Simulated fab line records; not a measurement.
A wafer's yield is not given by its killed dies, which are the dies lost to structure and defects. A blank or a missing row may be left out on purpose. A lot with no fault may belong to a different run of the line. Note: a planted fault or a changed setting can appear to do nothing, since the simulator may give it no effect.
fab line records ; flow n5-finfet
record lots=10; wafers=30; last-day=19
route steps=1938 shown BEOL_M2@898 BEOL_M4@1111 PASSIVATION@1936
lots with no fault: from the same line, run without faults
start-h: the number of hours between the record's first day and the start of the first shown wafer of the lot ; wait-h: hours since the lot's step before ; " identical to the entry in the row above ; L1.1+2: several wafers, shown together as one row ; - value missing, or start not given ; * or withheld: withheld ; < > ~ a bound
route shown NAME@n: names a module that has steps shown in the file, with the first one's number in the route ; usual: mean/standard deviation taken from wafers without a fault ; same: alike in all rows ; chamber/n: place in a boat ; sites: readings site by site ; _std_site: their standard deviation ; _edge_site: inner sites' mean taken away from outer sites' mean ; radius-mm: for every site, how far away it sits from the centre of the wafer ; mask NAME#n: copy n ; behind: the tool/chamber that last shaped the wafer ; hold: the reason the lot was held/the length of the hold in hours/how it ended ; device: which transistor (n, p or np) failed to switch ; end of line: the tests these same wafers got at the end of their route ; a step without rows: its recipe alone ; killed: count of dies lost to structure and defects at first sort (not the wafer's yield) ; map: per-die view of a wafer (x killed, . not killed, _ where there is no die)
set.NAME: the run value of the setting; set.NAME@STEP: its run value at that earlier step ; model.NAME: the simulator's own value behind a step, which no gauge read
one table for each step of the route and one row for each wafer, over a sample of lots
services: from which hour (start-h, from the record's first day; less than 0 if before it) a tool's chamber was out of use, for how many hours, and why
## steps
# step N5_BEOL_M2_CD_MEAS_35
# recipe target-cd-nm=18; target-cd-y-nm=22.2; polarity=opening
# usual cd-nm=18.07/0.28
lot.wafer;tool;chamber;start-h;wait-h;cd-nm
L779.2;cd-sem-03;-;138.47;0.0;18.13
L779.3;cd-sem-03;-;138.47;0.0;18.08
L779.5;cd-sem-03;-;138.47;0.0;18.38
L783.1;cd-sem-01;-;157.53;0.0;18.10
L783.3;cd-sem-01;-;157.53;0.0;17.93
L783.5;cd-sem-01;-;157.53;0.0;17.59
L785.1;cd-sem-03;-;173.14;0.0;18.09
L785.3;cd-sem-03;-;173.14;0.0;18.41
L785.4;cd-sem-03;-;173.14;0.0;17.76
L787.1;cd-sem-03;-;186.54;0.0;18.14
L787.3;cd-sem-03;-;186.54;0.0;17.91
L787.4;cd-sem-03;-;186.54;0.0;17.89
L788.1;cd-sem-02;-;193.40;0.0;18.18
L788.3;cd-sem-02;-;193.40;0.0;18.14
L788.6;cd-sem-02;-;193.40;0.0;18.70
L791.1;cd-sem-01;-;219.13;0.0;18.04
L791.2;cd-sem-01;-;219.13;0.0;17.61
L791.6;cd-sem-01;-;219.13;0.0;17.66
L793.1;cd-sem-01;-;226.83;0.0;18.47
L793.3;cd-sem-01;-;226.83;0.0;18.26
L793.5;cd-sem-01;-;226.83;0.0;17.97
L800.1;cd-sem-01;-;261.83;0.0;17.97
L800.2;cd-sem-01;-;261.83;0.0;17.84
L800.5;cd-sem-01;-;261.83;0.0;17.75
L802.2;cd-sem-02;-;283.93;0.0;17.66
L802.5;cd-sem-02;-;283.93;0.0;17.80
L802.6;cd-sem-02;-;283.93;0.0;18.49
L801.1;cd-sem-03;-;284.90;0.0;18.26
L801.5;cd-sem-03;-;284.90;0.0;18.23
L801.6;cd-sem-03;-;284.90;0.0;18.09
# step N5_BEOL_M2_DEGAS_44
# recipe ambient=vacuum; temp-c=250; time-s=60
# usual heater-power-w=338/38
lot.wafer;tool;chamber;start-h;wait-h;heater-power-w
L779.2;pvd-sputter-01;-;138.76;0.3;381
L779.3;pvd-sputter-01;-;138.76;0.3;305
L779.5;pvd-sputter-01;-;138.76;0.3;305
L783.1;pvd-sputter-02;-;157.97;0.4;299
L783.3;pvd-sputter-02;-;157.97;0.4;347
L783.5;pvd-sputter-02;-;157.97;0.4;349
L785.1;pvd-sputter-03;-;173.43;0.3;381
L785.3;pvd-sputter-03;-;173.43;0.3;277
L785.4;pvd-sputter-03;-;173.43;0.3;354
L787.1;pvd-sputter-03;-;187.40;0.9;386
L787.3;pvd-sputter-03;-;187.40;0.9;278
L787.4;pvd-sputter-03;-;187.40;0.9;366
L788.1;pvd-sputter-03;-;193.74;0.3;362
L788.3;pvd-sputter-03;-;193.74;0.3;387
L788.6;pvd-sputter-03;-;193.74;0.3;280
L791.1;pvd-sputter-03;-;220.45;1.3;363
L791.2;pvd-sputter-03;-;220.45;1.3;391
L791.6;pvd-sputter-03;-;220.45;1.3;283
L793.1;pvd-sputter-02;-;227.29;0.5;301
L793.3;pvd-sputter-02;-;227.29;0.5;351
L793.5;pvd-sputter-02;-;227.29;0.5;349
L800.1;pvd-sputter-01;-;262.07;0.2;290
L800.2;pvd-sputter-01;-;262.07;0.2;377
L800.5;pvd-sputter-01;-;262.07;0.2;307
L802.2;pvd-sputter-03;-;284.36;0.4;396
L802.5;pvd-sputter-03;-;284.36;0.4;387
L802.6;pvd-sputter-03;-;284.36;0.4;395
L801.1;pvd-sputter-02;-;284.94;0.0;314
L801.5;pvd-sputter-02;-;284.94;0.0;344
L801.6;pvd-sputter-02;-;284.94;0.0;312
# step N5_BEOL_M2_ALD_84
# recipe material=TaN; target-thk-a=*; temp-c=275; ald-precursor-family=PDMAT; ald-co-reactant=NH3; pressure-torr=3; carrier-flow-sccm=1500; pulse-time-s=2; purge-time-s=3; co-reactant-purge-time-s=2; co-reactant-pulse-time-s=3; ald-cycles=30; precursor-vessel-temp-c=75; precursor-vessel-pressure-torr=26.25; precursor-vessel-carrier-sccm=1000
# usual heater-power-w=453/61; mfc-carrier-sccm=1500/4.6; pulse-time-s=2/0
lot.wafer;tool;chamber;start-h;wait-h;heater-power-w;mfc-carrier-sccm;pulse-time-s
L779.2;ald-metal-02;2;138.87;0.1;515;1502;2
L779.3;ald-metal-02;1;138.87;0.1;411;1495;2
L779.5;ald-metal-02;1;138.87;0.1;417;1503;2
L783.1;ald-metal-04;1;158.30;0.3;390;1502;2
L783.3;ald-metal-04;2;158.30;0.3;366;1506;2
L783.5;ald-metal-04;1;158.30;0.3;398;1504;2
L785.1;ald-metal-04;2;173.59;0.1;360;1503;2
L785.3;ald-metal-04;0;173.59;0.1;406;1501;2
L785.4;ald-metal-04;3;173.59;0.1;416;1496;2
L787.1;ald-metal-02;3;187.50;0.0;555;1502;2
L787.3;ald-metal-02;2;187.50;0.0;512;1493;2
L787.4;ald-metal-02;0;187.50;0.0;494;1500;2
L788.1;ald-metal-02;0;193.84;0.0;483;1494;2
L788.3;ald-metal-02;3;193.84;0.0;548;1492;2
L788.6;ald-metal-02;2;193.84;0.0;525;1502;2
L791.1;ald-metal-02;2;220.55;0.0;526;1507;2
L791.2;ald-metal-02;3;220.55;0.0;548;1499;2
L791.6;ald-metal-02;1;220.55;0.0;406;1501;2
L793.1;ald-metal-02;1;227.50;0.1;411;1498;2
L793.3;ald-metal-02;3;227.50;0.1;549;1507;2
L793.5;ald-metal-02;3;227.50;0.1;558;1504;2
L800.1;ald-metal-02;0;262.20;0.1;505;1498;2
L800.2;ald-metal-02;2;262.20;0.1;517;1496;2
L800.5;ald-metal-02;2;262.20;0.1;523;1495;1.2804
L802.2;ald-metal-04;2;284.47;0.0;366;1500;2
L802.5;ald-metal-04;1;284.47;0.0;400;1503;2
L802.6;ald-metal-04;2;284.47;0.0;378;1501;2
L801.1;ald-metal-02;1;285.27;0.3;420;1504;2
L801.5;ald-metal-02;3;285.27;0.3;568;1491;1.2804
L801.6;ald-metal-02;0;285.27;0.3;478;1500;2
# step N5_BEOL_M2_SPUTTER_79
# recipe material=Cu; target-thk-a=45; temp-c=-20; chamber-pressure-pa=0.07; power-w=withheld; time-s=8.29
# usual throttle-valve-pct=29.6/1
lot.wafer;tool;chamber;start-h;wait-h;throttle-valve-pct
L779.2;pvd-sputter-03;-;139.65;0.1;29.7
L779.3;pvd-sputter-03;-;139.65;0.1;32.1
L779.5;pvd-sputter-03;-;139.65;0.1;29.3
L783.1;pvd-sputter-01;-;160.40;0.1;29.6
L783.3;pvd-sputter-01;-;160.40;0.1;30.2
L783.5;pvd-sputter-01;-;160.40;0.1;29.6
L785.1;pvd-sputter-01;-;175.08;0.1;30.0
L785.3;pvd-sputter-01;-;175.08;0.1;28.5
L785.4;pvd-sputter-01;-;175.08;0.1;29.7
L787.1;pvd-sputter-01;-;188.24;0.1;29.8
L787.3;pvd-sputter-01;-;188.24;0.1;28.4
L787.4;pvd-sputter-01;-;188.24;0.1;30.3
L788.1;pvd-sputter-03;-;194.60;0.1;29.6
L788.3;pvd-sputter-03;-;194.60;0.1;29.5
L788.6;pvd-sputter-03;-;194.60;0.1;29.6
L791.1;pvd-sputter-03;-;221.55;0.1;29.9
L791.2;pvd-sputter-03;-;221.55;0.1;29.6
L791.6;pvd-sputter-03;-;221.55;0.1;30.0
L793.1;pvd-sputter-01;-;228.46;0.1;29.8
L793.3;pvd-sputter-01;-;228.46;0.1;30.2
L793.5;pvd-sputter-01;-;228.46;0.1;30.2
L800.1;pvd-sputter-01;-;264.70;0.1;28.4
L800.2;pvd-sputter-01;-;264.70;0.1;29.9
L800.5;pvd-sputter-01;-;264.70;0.1;28.3
L802.2;pvd-sputter-02;-;285.68;0.1;29.9
L802.5;pvd-sputter-02;-;285.68;0.1;29.9
L802.6;pvd-sputter-02;-;285.68;0.1;29.0
L801.1;pvd-sputter-01;-;287.16;0.1;30.0
L801.5;pvd-sputter-01;-;287.16;0.1;28.6
L801.6;pvd-sputter-01;-;287.16;0.1;30.2
# step N5_BEOL_M4_RC_MEAS_101
# usual DIBL_N=36.1/1.3; DIBL_P=36.1/1.7; IOFF_N=0.154/0.022; IOFF_P=0.201/0.024; ION_N=675/8.9; ION_P=462/5.9; SS_N=71.5/0.49; SS_P=73.3/0.58; VT_N=250.0/2.7; VT_P=-251.3/2.7
lot.wafer;tool;chamber;start-h;wait-h;DIBL_N[mV/V];DIBL_P[mV/V];IOFF_N[nA/um];IOFF_P[nA/um];ION_N[uA/um];ION_P[uA/um];SS_N[mV/dec];SS_P[mV/dec];VT_N[mV];VT_P[mV]
L779.2;prober-01;0;164.01;0.2;35.6;34.7;0.148;0.194;674;468;71.6;73.1;249.6;-251.0
L779.3;prober-01;0;164.01;0.2;35.7;34.9;0.151;0.200;688;470;72.3;73.5;249.3;-249.6
L779.5;prober-01;0;164.01;0.2;35.3;34.9;0.147;0.196;678;463;72.2;72.6;247.7;-250.2
L783.1;prober-01;0;187.55;0.0;36.1;37.1;0.179;0.224;685;463;71.1;73.4;247.2;-246.5
L783.3;prober-01;0;187.55;0.0;35.2;35.6;0.158;0.199;682;461;71.2;73.2;248.8;-250.6
L783.5;prober-01;0;187.55;0.0;34.5;35.4;0.144;0.200;669;465;71.1;73.5;252.7;-250.5
L785.1;prober-01;0;199.47;0.0;35.3;36.2;0.149;0.205;684;467;71.1;72.6;248.5;-249.8
L785.3;prober-01;0;199.47;0.0;35.0;35.3;0.136;0.181;676;468;70.5;72.9;251.2;-249.1
L785.4;prober-01;0;199.47;0.0;35.2;35.5;0.145;0.195;682;468;70.8;73.2;248.5;-248.5
L787.1;prober-01;0;227.34;0.0;35.2;35.5;0.131;0.189;672;461;71.0;73.0;251.7;-250.1
L787.3;prober-01;0;227.34;0.0;36.0;35.5;0.134;0.192;668;463;71.3;72.4;250.1;-248.9
L787.4;prober-01;0;227.34;0.0;36.5;36.9;0.146;0.214;676;465;71.0;73.2;249.3;-249.1
L788.1;prober-02;0;231.69;0.0;35.2;34.1;0.136;0.174;662;452;71.4;72.9;253.5;-250.5
L788.3;prober-02;0;231.69;0.0;35.0;35.0;0.151;0.192;672;460;71.7;73.4;252.1;-250.9
L788.6;prober-02;0;231.69;0.0;36.8;36.7;0.176;0.218;679;462;71.6;74.1;247.8;-250.6
L791.1;prober-01;0;259.59;0.0;36.0;34.7;0.144;0.203;673;466;70.5;72.4;249.2;-247.3
L791.2;prober-01;0;259.59;0.0;37.1;35.7;0.161;0.215;672;463;71.2;73.2;249.9;-250.3
L791.6;prober-01;0;259.59;0.0;36.7;35.4;0.161;0.209;679;466;71.0;73.3;249.1;-251.8
L793.1;prober-02;0;261.64;0.0;36.6;35.2;0.166;0.215;678;455;71.7;73.0;246.1;-251.5
L793.3;prober-02;0;261.64;0.0;36.9;35.6;0.167;0.219;681;465;71.5;73.0;246.6;-250.9
L793.5;prober-02;0;261.64;0.0;36.5;35.4;0.162;0.207;685;461;71.4;73.1;246.0;-250.9
L800.1;prober-01;0;293.85;0.0;36.3;37.0;0.169;0.199;683;464;71.6;73.0;247.2;-252.2
L800.2;prober-01;0;293.85;0.0;36.2;36.7;0.165;0.196;672;453;71.1;73.2;248.2;-250.7
L800.5;prober-01;0;293.85;0.0;37.9;38.0;0.194;0.216;690;465;71.3;73.8;245.6;-248.9
L801.1;prober-02;0;319.48;0.0;38.7;39.5;0.196;0.268;696;478;72.4;73.9;244.5;-245.7
L801.5;prober-02;0;319.48;0.0;37.4;38.0;0.174;0.247;681;470;72.2;73.6;245.3;-248.8
L801.6;prober-02;0;319.48;0.0;36.1;36.4;0.147;0.211;670;464;71.9;73.0;251.1;-247.4
L802.2;prober-01;0;322.61;0.2;35.0;35.5;0.129;0.156;667;456;71.1;73.3;251.5;-255.6
L802.5;prober-01;0;322.61;0.2;35.0;36.1;0.136;0.168;678;460;71.8;72.9;249.9;-253.4
L802.6;prober-01;0;322.61;0.2;35.9;36.4;0.141;0.169;677;462;72.3;73.3;250.5;-256.6
# step N5_PASSIVATION_PROBE_49
# usual defect-limited-yield=90.9/1.3; killed_at_M0_to_M3=35/10; killed_at_M4_up=15/5.7; killed-at-contacts=14/6.4; killed-at-front-end=40/11; killed-at-other=4/3.1; killed-dies=108/16; killed-on-rim=14/3.6; killed-open=71/11; killed-short=34/7.7; sort_bin_5_function=5.4/0.9; sort_bin_6_memory=3.4/0.61; sort-n-pass=1072/16; sort-yield-pct=90.9/1.3
# same gross-dies=1180; killed-at-back-side=0; sort_bin_4_leakage[%]=0; sort_bin_8_speed[%]=0
lot.wafer;tool;chamber;start-h;wait-h;defect-limited-yield[%];killed_at_M0_to_M3;killed_at_M4_up;killed-at-contacts;killed-at-front-end;killed-at-other;killed-dies;killed-on-rim;killed-open;killed-short;sort_bin_5_function[%];sort_bin_6_memory[%];sort-n-pass;sort-yield-pct[%]
L779.2;prober-01;-;264.80;0.1;92.1;34;8;22;26;3;93;11;66;27;5.1;2.7;1087;92.1
L779.3;prober-01;-;264.85;0.1;94.7;14;13;15;19;1;62;8;43;19;3.1;2.0;1118;94.7
L779.5;prober-01;-;264.95;0.2;90.3;25;14;28;44;4;115;20;66;48;5.8;3.6;1065;90.3
L785.1;prober-01;-;299.79;0.0;90.2;31;13;31;31;10;116;18;73;39;5.4;3.7;1064;90.2
L785.3;prober-01;-;299.89;0.1;90.7;18;10;27;44;11;110;7;66;44;4.9;3.8;1070;90.7
L785.4;prober-01;-;299.94;0.2;92.4;18;5;23;42;2;90;16;57;29;4.5;2.3;1090;92.4
L787.1;prober-01;-;332.64;0.0;92.2;27;14;4;45;2;92;18;67;21;4.6;2.9;1088;92.2
L787.3;prober-01;-;332.74;0.1;90.3;22;12;10;69;2;115;10;70;44;5.3;4.1;1065;90.3
L787.4;prober-01;-;332.79;0.2;91.7;31;12;10;37;8;98;11;58;38;4.8;3.3;1082;91.7
L791.1;prober-01;-;364.77;0.0;92.8;14;15;15;41;0;85;11;58;23;3.6;2.9;1095;92.8
L791.2;prober-01;-;364.82;0.1;91.0;30;27;13;30;6;106;13;74;32;5.0;3.6;1074;91.0
L793.5;prober-02;-;373.28;0.2;91.6;28;27;10;31;3;99;9;72;27;4.5;3.6;1081;91.6
L800.1;prober-02;-;404.36;0.0;92.7;24;10;15;33;4;86;11;53;32;4.7;2.3;1094;92.7
L800.2;prober-02;-;404.41;0.1;90.9;35;12;19;38;3;107;12;63;42;5.2;3.4;1073;90.9
L800.5;prober-02;-;404.56;0.2;90.3;37;11;13;50;4;115;13;69;38;5.7;3.1;1065;90.3
# killed by level:class
L779.2 MOL_CONTACT_COAG:geometric-particle:open=17 BEOL_M1:geometric-particle:open=11 BEOL_M0_SAQP:geometric-particle:short=9 BEOL_M0_SAQP:geometric-particle:open=7 STI_FIN_REVEAL:geometric-particle:open=5 MOL_CONTACT_COAG:geometric-particle:short=5 BEOL_M2:geometric-particle:open=5 FIN_SAQP:geometric-particle:open=4
L779.3 MOL_CONTACT_COAG:geometric-particle:open=12 BEOL_M5:geometric-particle:open=5 STI_FIN_REVEAL:geometric-particle:open=4 GATE_CUT:geometric-particle:short=4 BEOL_M1:geometric-particle:open=4 STARTING-WAFER:geometric-particle:open=3 MOL_CONTACT_COAG:geometric-particle:short=3 BEOL_M0_SAQP:geometric-particle:open=3
L779.5 MOL_CONTACT_COAG:geometric-particle:open=19 BEOL_M0_SAQP:geometric-particle:short=12 MOL_CONTACT_COAG:geometric-particle:short=9 FIN_SAQP:geometric-particle:open=8 STI_FIN_REVEAL:geometric-particle:open=7 GATE_CUT:geometric-particle:short=7 FIN_SAQP:geometric-particle:short=5 GATE_CUT:geometric-particle:open=5
L785.1 MOL_CONTACT_COAG:geometric-particle:open=23 MOL_CONTACT_COAG:geometric-particle:short=8 BEOL_M0_SAQP:geometric-particle:short=7 FIN_SAQP:geometric-particle:open=6 BEOL_M1:geometric-particle:open=6 FIN_SAQP:geometric-particle:short=5 BEOL_M4:geometric-particle:open=5 BEOL_M0_SAQP:geometric-particle:open=4
L785.3 MOL_CONTACT_COAG:geometric-particle:open=21 FIN_SAQP:geometric-particle:short=17 FIN_SAQP:geometric-particle:open=6 STI_FIN_REVEAL:geometric-particle:open=6 MOL_CONTACT_COAG:geometric-particle:short=6 BEOL_M4:geometric-particle:open=6 BEOL_M3:geometric-particle:open=5 PASS1_CAP:geometric-particle:short=5
L785.4 MOL_CONTACT_COAG:geometric-particle:open=19 FIN_SAQP:geometric-particle:open=7 STI_FIN_REVEAL:geometric-particle:open=7 FIN_SAQP:geometric-particle:short=6 MOL_CONTACT_COAG:geometric-particle:short=4 BEOL_M1:geometric-particle:open=4 STARTING-WAFER:geometric-particle:short=4 HKMG_FIN:area-etch=4
L787.1 FIN_SAQP:geometric-particle:open=14 BEOL_M1:geometric-particle:open=9 STI_FIN_REVEAL:geometric-particle:open=6 BEOL_M3:geometric-particle:open=6 BEOL_M4:geometric-particle:open=6 FIN_SAQP:geometric-particle:short=5 GATE_CUT:geometric-particle:short=5 BEOL_M5:geometric-particle:open=4
L787.3 FIN_SAQP:geometric-particle:open=22 FIN_SAQP:geometric-particle:short=15 STI_FIN_REVEAL:geometric-particle:open=6 MOL_CONTACT_COAG:geometric-particle:short=6 BEOL_M0_SAQP:geometric-particle:open=6 SPACER0:geometric-particle:short=5 BEOL_M3:geometric-particle:open=5 BEOL_M4:geometric-particle:open=5
L787.4 MOL_CONTACT_COAG:geometric-particle:open=10 BEOL_M0_SAQP:geometric-particle:short=9 BEOL_M0_SAQP:geometric-particle:open=8 FIN_SAQP:geometric-particle:short=7 BEOL_M2:geometric-particle:open=7 BEOL_M5:geometric-particle:open=7 FIN_SAQP:geometric-particle:open=5 STARTING-WAFER:geometric-particle:short=5
L791.1 MOL_CONTACT_COAG:geometric-particle:open=10 FIN_SAQP:geometric-particle:open=8 STI_FIN_REVEAL:geometric-particle:open=7 STARTING-WAFER:geometric-particle:short=6 BEOL_M2:geometric-particle:open=5 MOL_CONTACT_COAG:geometric-particle:short=5 BEOL_M4:geometric-particle:open=5 BEOL_M0_SAQP:geometric-particle:open=4
L791.2 BEOL_M4:geometric-particle:open=18 MOL_CONTACT_COAG:geometric-particle:open=9 BEOL_M3:geometric-particle:open=9 BEOL_M2:geometric-particle:open=8 FIN_SAQP:geometric-particle:open=7 FIN_SAQP:geometric-particle:short=6 ILD0:geometric-particle:short=4 MOL_CONTACT_COAG:geometric-particle:short=4
L793.5 BEOL_M4:geometric-particle:open=15 BEOL_M3:geometric-particle:open=11 MOL_CONTACT_COAG:geometric-particle:open=9 FIN_SAQP:geometric-particle:short=8 DUMMY_GATE:geometric-particle:open=8 BEOL_M1:geometric-particle:open=7 FIN_SAQP:geometric-particle:open=5 BEOL_M4:geometric-particle:short=4
L800.1 MOL_CONTACT_COAG:geometric-particle:open=12 GATE_CUT:geometric-particle:short=8 BEOL_M0:geometric-particle:open=7 FIN_SAQP:geometric-particle:open=6 BEOL_M0_SAQP:geometric-particle:short=6 FIN_SAQP:geometric-particle:short=4 DUMMY_GATE:geometric-particle:open=4 GATE_CUT:geometric-particle:open=3
L800.2 MOL_CONTACT_COAG:geometric-particle:open=16 FIN_SAQP:geometric-particle:short=13 BEOL_M0_SAQP:geometric-particle:short=9 BEOL_M1:geometric-particle:open=8 BEOL_M0_SAQP:geometric-particle:open=8 GATE_CUT:geometric-particle:short=7 BEOL_M0:geometric-particle:open=5 FIN_SAQP:geometric-particle:open=4
L800.5 MOL_CONTACT_COAG:geometric-particle:open=12 FIN_SAQP:geometric-particle:short=10 GATE_CUT:geometric-particle:short=9 BEOL_M1:geometric-particle:open=8 STI_FIN_REVEAL:geometric-particle:open=7 DUMMY_GATE:geometric-particle:open=7 BEOL_M0_SAQP:geometric-particle:open=6 BEOL_M0_SAQP:geometric-particle:short=6
## services
tool;chamber;start-h;hours;kind
ald-metal-04;3;119.15;3.5;repair
ald-metal-02;-;144.38;0.7;repair
ald-metal-02;2;156.52;9.5;repair
pvd-sputter-02;-;174.26;5.0;repair
ald-metal-04;2;180.31;24.7;repair
ald-metal-04;0;231.02;17.6;repair
ald-metal-04;3;252.16;58.9;repair
ald-metal-04;2;260.18;11.0;repair
## key
first-sign step=N5_BEOL_M2_ALD_84; reading=pulse-time-s; direction=down; sigmas=99+; usual=*; struck=*
effect none on later readings
met-at N5_BEOL_M2_ALD_84
struck-lots L800,L801
struck-wafers L800.5,L801.5
not-acting-at N5_BEOL_M2_CD_MEAS_35,N5_BEOL_M2_DEGAS_44,N5_BEOL_M2_SPUTTER_79
onset-between 227.50 262.20
fault kind=process-parameter-drift; tool=ald-metal-02; chamber=-; onset-h=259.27; steps=N5_BEOL_M2_ALD_84; channel=pulse-time-s; offset=*; shape=step; end-h=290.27; scope=struck-wafers-only; acts-in=*; stated=*
